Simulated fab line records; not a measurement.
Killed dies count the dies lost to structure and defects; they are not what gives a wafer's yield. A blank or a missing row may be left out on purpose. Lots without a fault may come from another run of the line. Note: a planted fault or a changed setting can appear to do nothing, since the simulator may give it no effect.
Problem report in the 8D (eight disciplines) form, filled by code :: flow n5_finfet :: the parts of the form that need people (team, actions taken, sign-off) are left out

1. THE ISSUE
Wafers with no fault read 20.27 nm with a standard deviation of 0.25, whereas cd_nm at N5_FIN_SAQP_CD_MEAS_27 reads a mean of 29.12 nm on 1 wafer of 1 lot. Relative to the usual mean, that is a shift of +35 standard deviations.
The step: target cd 20 nm.
First seen on wafer L894.2, day 7 06:22, on cd_sem-01. Wafers with a number at this step in the record: 24, from 8 lots. Rule for "out" (also "out of limits"): further than 4 standard deviations from the usual mean. The rest of the wafers with a number are treated as sound.

2. WHAT IT IS, WHAT IT ISN'T
question: which readings at this step
is: cd_nm
is not: -

question: which lots
is: L894
is not: L873, L877, L878, L879, L880, L882, L896

question: which wafers of those lots
is: L894.2
is not: L894.3, L894.4

question: read on which gauges
is: cd_sem-01
is not: cd_sem-02, cd_sem-03

question: when
is: from day 7 06:22
is not: up to then (20 sound wafers); but 3 sound wafers of L896 came after

3. SUSPECTS, AND WHAT RULES EACH OUT
Counting: any tool at a process step up to the reading remains a suspect provided it ran every lot that is out. Sound lots after the first of them don't rule it out here, since some wafers of a struck lot are sound.
- ruled out: the gauge at N5_FIN_SAQP_CD_MEAS_27. All the wafers that are out were read on cd_sem-01, but those of them that N5_PASSIVATION_PROBE_49 has rows for are out there too, on other tools.
- rie_diel-05 at N5_FIN_SAQP_ETCH_51 (etches SiARC in CF4, target depth 45.5 nm, time 75.8 s): kept. It ran the lot that is out, L894 (day 7 04:05).
- rie_diel-05 at N5_FIN_SAQP_HM_OPEN_73 (chemistry CHF3/O2, target SiO2, stops on a-Si, target depth 12 nm, time 16.8 s): kept. It ran the lot that is out, L894 (day 7 04:15).
- ald_sin-04 at N5_FIN_SAQP_SPACER1_ALD_24 (deposits SiO2, target thk 20.3 nm, pulse time 1 s, purge time 2 s): kept. The lot that is out, L894, ran on it at day 7 05:26; the last sound lot it ran before that was L880, at day 3 17:28.
- rie_si-03 at N5_FIN_SAQP_MANDREL1_REMOVE_56 (chemistry HBr/Cl2/O2, target a-Si, stops on SiNx, bt time 10 s): kept. The lot that is out, L894, ran on it at day 7 06:15; the last sound lot it ran before that was L878, at day 3 05:25.
- rie_diel-05, N5_FIN_SAQP_ETCH_51: wafers that are out in chamber 2, sound lot-mates in chambers 1, 3.
- rie_diel-05, N5_FIN_SAQP_HM_OPEN_73: wafers that are out in chamber 2, sound lot-mates in chambers 1, 3.
- ald_sin-04, N5_FIN_SAQP_SPACER1_ALD_24: wafers that are out in chamber 2, sound lot-mates in chambers 0, 1.
- rie_si-03, N5_FIN_SAQP_MANDREL1_REMOVE_56: wafers that are out in chamber 3, sound lot-mates in chambers 0, 1.
Left after counting: rie_diel-05 at N5_FIN_SAQP_ETCH_51, rie_diel-05 at N5_FIN_SAQP_HM_OPEN_73, ald_sin-04 at N5_FIN_SAQP_SPACER1_ALD_24, rie_si-03 at N5_FIN_SAQP_MANDREL1_REMOVE_56.

4. THE CAUSE (what the simulator had put in)
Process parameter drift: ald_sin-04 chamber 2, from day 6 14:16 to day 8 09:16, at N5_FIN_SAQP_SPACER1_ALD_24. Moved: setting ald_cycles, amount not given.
After counting, 4 suspects remain, this tool included.

5. SEQUENCE OF EFFECTS, ordered by route
Rows list readings where the struck wafers' mean (over those with a number) sits beyond 3 standard deviations from the usual. Scope: only readings with a usual standard deviation given in the record; hours: median across lots of the time from each lot's start at the first step in this table that gives one to its start at this step; sigmas: change in usual standard deviations.
hours: 0
step: N5_FIN_SAQP_CD_MEAS_27
reading: cd_nm
usual: 20.27 nm
on struck wafers: 29.12
change: +8.85
sigmas: +35

hours: 245
step: N5_PASSIVATION_PROBE_49
reading: defect_limited_yield
usual: 91.0 %
on struck wafers: 0.0
change: -91.0
sigmas: -61

hours: 245
step: N5_PASSIVATION_PROBE_49
reading: killed_at_front_end
usual: 42
on struck wafers: 1110
change: +1068
sigmas: +89

hours: 245
step: N5_PASSIVATION_PROBE_49
reading: killed_dies
usual: 106
on struck wafers: 1180
change: +1074
sigmas: +63

hours: 245
step: N5_PASSIVATION_PROBE_49
reading: killed_on_rim
usual: 14
on struck wafers: 152
change: +138
sigmas: +32

hours: 245
step: N5_PASSIVATION_PROBE_49
reading: sort_bin_5_function
usual: 5.2 %
on struck wafers: 96.4
change: +91.2
sigmas: +97

hours: 245
step: N5_PASSIVATION_PROBE_49
reading: sort_n_pass
usual: 1074
on struck wafers: 0
change: -1074
sigmas: -63

hours: 245
step: N5_PASSIVATION_PROBE_49
reading: sort_yield_pct
usual: 91.0 %
on struck wafers: 0.0
change: -91.0
sigmas: -61
Its process steps:
- N5_PASSIVATION_PROBE_49

6. WHAT WOULD HAVE CAUGHT IT SOONER
The first out-of-limits reading at a measuring or inspecting step in this record came at day 7 06:22, 16 hours after the fault's start at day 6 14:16.
Tool readings at N5_FIN_SAQP_SPACER1_ALD_24 with a usual standard deviation given in the record: none out on any struck wafer, hence no alarm at a limit of 4 standard deviations on them.
Lots out: 1; all had begun N5_FIN_SAQP_SPACER1_ALD_24 on ald_sin-04 by day 7 06:22. Had the tool been put on hold then, not one of them would have been saved.
